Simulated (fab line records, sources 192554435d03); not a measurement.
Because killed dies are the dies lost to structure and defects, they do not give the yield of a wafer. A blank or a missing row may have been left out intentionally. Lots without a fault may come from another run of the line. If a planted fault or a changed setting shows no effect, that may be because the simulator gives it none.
What tool caused it? -- flow n5-finfet -- 6 lots, 18 wafers sampled, at 1 step of a route of 1938

== WHAT THE GAUGES READ, wafer by wafer ==
N5_FIN_CUT_CD_MEAS_08: the cd target is 29.1 nm.
lot,measured,on,cd-nm (nm)
L150,day 2 09:05,cd-sem-01,29.14 29.21 28.81
L153,day 3 05:15,cd-sem-01,29.12 28.98 29.43
L157,day 4 03:46,cd-sem-02,28.83 29.12 29.46
L159,day 4 15:18,cd-sem-01,28.90 28.85 29.42
L163,day 5 18:01,cd-sem-03,29.22 29.17 29.22
L168,day 6 22:14,cd-sem-01,29.08 29.03 29.07

== WHAT TOOL EACH LOT RAN ON (gives the tool, then ch and the chambers of the sampled wafers, and finally the start) ==
There is no process step in the record ahead of these readings.

== THE ANSWER, worked out from the rows above alone ==
Rule: what is usual is taken from the lots themselves. Put in order of their means at a reading, lots are off if they are a third of the lots or fewer, leave a main group of 4 or more, and stand apart from it by a gap of 3 or more times the standard deviation of the main group's means; of several such gaps the widest counts. If all means in a main group match to the digits the tables above print for the reading, that group is not used. A lot without any number at a reading at which 4 lots or more have one is off too. The other lots that the step has rows for count as sound.
Across all readings shown, no lot is off: no conclusion can be drawn from this.

== WHAT THE SIMULATOR HAD PUT IN ==
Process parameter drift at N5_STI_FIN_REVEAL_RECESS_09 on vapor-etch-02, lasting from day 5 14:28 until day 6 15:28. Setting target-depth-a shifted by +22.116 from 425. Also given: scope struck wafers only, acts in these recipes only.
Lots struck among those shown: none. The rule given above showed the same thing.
